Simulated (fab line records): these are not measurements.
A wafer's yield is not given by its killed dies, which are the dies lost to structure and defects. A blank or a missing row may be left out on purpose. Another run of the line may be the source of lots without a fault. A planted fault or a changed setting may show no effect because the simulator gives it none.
A struck lot beside a sound one + flow n5Finfet + 16 steps out of a route of 1938
Sound: wafers L127.2, L127.4, L127.6. Struck: wafer L138.3 (left out: L138.5, L138.6 of the same lot, which were not struck); the cause appears at the end.
Order at every step that has rows: each side's tool, ch and its chambers, its first start. Under that, the readings that differ: sound wafers + struck wafers + difference of the means + sigmas: that difference in standard deviations of wafers without a fault.
alike: a reading whose means differ by less than 2 such deviations, as well as words and numbers matching on both sides. not compared: withheld readings; readings where some wafer has no value; bounds like >300 that might hide an equal value; numbers whose values overlap and for which the record gives no deviation.
Wherever a step has rows on one side only, a row that says differs or no value, or a row with sigmas, the two part there. Numbers that have no deviation but don't overlap get no sigmas and don't part them. A reading missing from all wafers of one side parts the sides only when that side holds two or more wafers.

N5_BEOL_M1_INSPECT_30: inspects for defects (brightfield).
  sound on defectInspect-02, day 8 00:01; struck on defectInspect-01, day 10 11:56
  alike: rawDefectCount
then, 1 step without rows for these wafers: N5_BEOL_M1_DESCUM_33 (chemistry O2, time 7 s).
N5_BEOL_M1_ETCH_77: etches underlayer in N2/H2, target depth 6.5 nm, time 5.2 s.
  sound on rieDiel-03 ch 0,2,3, day 8 00:10; struck on rieDiel-02 ch 1, day 10 12:01
  alike: biasW, drypumpMotorCurrentA, etchRfOnTimeS, oesProductAu, rfVppV, showerheadPlenumPTorr, throttleValvePct
  not compared: rfHoursCounterH
N5_BEOL_M1_ETCH_69: etches SiARC in CF4, target depth 15.6 nm, time 26 s.
  sound on rieDiel-03 ch 0,2,3, day 8 00:11; struck on rieDiel-02 ch 1, day 10 12:02
  alike: biasW, cf4FlowSccm, drypumpMotorCurrentA, etchRfOnTimeS, oesProductAu, rfVppV, showerheadPlenumPTorr, throttleValvePct
  not compared: rfHoursCounterH
then, 1 step without rows for these wafers: N5_BEOL_M1_ALD_98 (deposits SiO2, target thk 2.5 nm, pulse time 1 s, co reactant pulse time 1 s).
N5_BEOL_M1_ETCHBACK_99: etches SiO2 in CHF3, target depth 5 nm, time 10.4 s.
  sound on rieDiel-03 ch 0,1,2, day 8 00:31; struck on rieDiel-03 ch 3, day 10 15:58
| reading              | sound             | struck | difference | sigmas |
|----------------------|-------------------|--------|------------|--------|
| throttleValvePct (%) | 17.43 16.97 17.15 | 16.62  | -0.56      | -2     |
  alike: drypumpMotorCurrentA, oesProductAu, rfVppV, showerheadPlenumPTorr
  not compared: rfHoursCounterH
N5_BEOL_M1_ETCH_70: etches SOC in N2/H2, target depth 80 nm, overetch 16 nm, time 120 s.
  sound on rieDiel-03 ch 0,1,2, day 8 00:34; struck on rieDiel-03 ch 3, day 10 16:00
| reading                      | sound             | struck | difference | sigmas |
|------------------------------|-------------------|--------|------------|--------|
| rfVppV (V)                   | 522.4 519.4 525.6 | 528.7  | +6.2       | +2     |
| showerheadPlenumPTorr (Torr) | 2.53 2.35 2.58    | 2.69   | +0.20      | +2     |
| throttleValvePct (%)         | 18.17 17.79 18.04 | 17.36  | -0.64      | -3     |
  alike: biasW, drypumpMotorCurrentA, oesProductAu
  not compared: rfHoursCounterH
then, 4 steps without rows for these wafers: N5_BEOL_M1_STRIP_71 (strips in N2/H2); N5_BEOL_M1_STRIP_78 (strips in N2/H2); N5_BEOL_M1_VIA_ETCH_34 (etches the open film in C4F6/O2, target depth 67.8 nm, time 64.4 s); N5_BEOL_M1_STRIP_83 (strips in C4F6/O2).
N5_BEOL_M1_STRIP_36: strips in N2/H2.
  sound on rieDiel-03 ch 0,1,2, day 8 00:43; struck on rieDiel-03 ch 3, day 10 16:10
| reading                      | sound             | struck | difference | sigmas |
|------------------------------|-------------------|--------|------------|--------|
| rfVppV (V)                   | 59.1 57.3 58.5    | 61.1   | +2.8       | +2     |
| showerheadPlenumPTorr (Torr) | 2.52 2.35 2.57    | 2.69   | +0.21      | +2     |
| throttleValvePct (%)         | 23.96 23.63 24.06 | 23.14  | -0.74      | -3     |
  alike: drypumpMotorCurrentA, oesProductAu
  not compared: rfHoursCounterH
N5_BEOL_M1_TRENCH_ETCH_37: etches SiOC in C4F6/O2, target depth 55.207 nm, time 29 s.
  sound on rieDiel-03 ch 0,1,2, day 8 00:46; struck on rieDiel-03 ch 3, day 10 16:12
| reading                           | sound             | struck | difference | sigmas |
|-----------------------------------|-------------------|--------|------------|--------|
| biasW (W)                         | 184.7 185.2 186.1 | 154.8  | -30.5      | -57    |
| rfVppV (V)                        | 672 660 672       | 587    | -81        | -11    |
| showerheadPlenumPTorr (Torr)      | 2.83 2.63 2.87    | 3.00   | +0.22      | +2     |
| throttleValvePct (%)              | 21.23 20.75 20.99 | 20.38  | -0.61      | -2     |
| model.etch.depthNm (nm)           | 54.56 54.02 54.76 | 52.58  | -1.87      |        |
| model.BEOL_M1.featureDepthNm (nm) | 54.6 54 54.8      | 52.6   | -1.9       |        |
  alike: drypumpMotorCurrentA, oesProductAu
  not compared: rfHoursCounterH
then, 1 step without rows for these wafers: N5_BEOL_M1_ETCH_41 (etches SiCN in CH3F/O2, target depth 31.9 nm, time 57.8 s).
N5_BEOL_M4_RC_MEAS_101:
  sound on prober-01 ch 0, day 9 21:11; struck on prober-01 ch 0, day 12 14:04
  alike: DIBL_N, DIBL_P, IOFF_N, IOFF_P, ION_N, ION_P, SS_N, SS_P, VT_N, VT_P
following that, these wafers have no rows for 1 step: N5_PASSIVATION_PROBE_49.

## WHERE THEY PART
First at N5_BEOL_M1_ETCHBACK_99; last, within this record, at N5_BEOL_M1_TRENCH_ETCH_37. Later steps at which nothing parts them and some readings are alike: N5_BEOL_M4_RC_MEAS_101.

WHY: whatever the simulator had introduced
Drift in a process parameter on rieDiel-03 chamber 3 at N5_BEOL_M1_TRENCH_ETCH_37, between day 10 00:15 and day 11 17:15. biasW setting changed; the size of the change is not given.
